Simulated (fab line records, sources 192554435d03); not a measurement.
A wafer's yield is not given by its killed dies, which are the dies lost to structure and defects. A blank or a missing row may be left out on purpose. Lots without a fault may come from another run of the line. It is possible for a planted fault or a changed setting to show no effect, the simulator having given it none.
Matching of chambers :: flow n5-finfet :: N5_BEOL_M10_CURE_72 on uv-cure-03 has 3 sister chambers
The step cures SiCOH lowk, time 120 s. 3 wafers are shown with their chamber, then 7 later ones without.

== EACH WAFER AND ITS CHAMBER ==
wafer: L082.6
chamber: 1
wafer_temp_C_max: 371.7

wafer: L089.4
chamber: 2
wafer_temp_C_max: 371.0

wafer: L090.4
chamber: 0
wafer_temp_C_max: 371.1

== WAFERS WITH NO CHAMBER GIVEN ==
wafer: L090.6
wafer_temp_C_max: 370.6

wafer: L093.3
wafer_temp_C_max: 372.7

wafer: L093.4
wafer_temp_C_max: 373.9

wafer: L093.5
wafer_temp_C_max: 371.7

wafer: L092.4
wafer_temp_C_max: 372.5

wafer: L092.5
wafer_temp_C_max: 372.5

wafer: L092.6
wafer_temp_C_max: 372.5

== WHICH CHAMBER EACH ONE RAN IN ==
wafer: L090.6
from the rows above: can't be placed: 2 or 0 or 1
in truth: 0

wafer: L093.3
from the rows above: can't be placed: 1 or 0 or 2
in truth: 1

wafer: L093.4
from the rows above: can't be placed: 1 or 0 or 2
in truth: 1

wafer: L093.5
from the rows above: can't be placed: 1 or 0 or 2
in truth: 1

wafer: L092.4
from the rows above: can't be placed: 1 or 0 or 2
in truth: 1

wafer: L092.5
from the rows above: can't be placed: 1 or 0 or 2
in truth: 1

wafer: L092.6
from the rows above: can't be placed: 1 or 0 or 2
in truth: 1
Placed correctly: 0 of 7. From these rows, 7 cannot be placed; in 7 the true chamber is one of the candidates. Placed wrongly: 0.
How it was worked out, from the rows above alone: a wafer's distance from a chamber is the root of the sum, over the readings, of the square of ((its reading less the chamber's mean) divided by the reading's scatter). If the next closest chamber is less than 2 further off than the closest, the wafer can't be placed; otherwise it belongs to the closest. For every chamber, the mean is computed from those of its wafers that are shown. The scatter: root of mean squared gap, hidden wafer to nearest shown wafer, with one shown wafer a chamber.
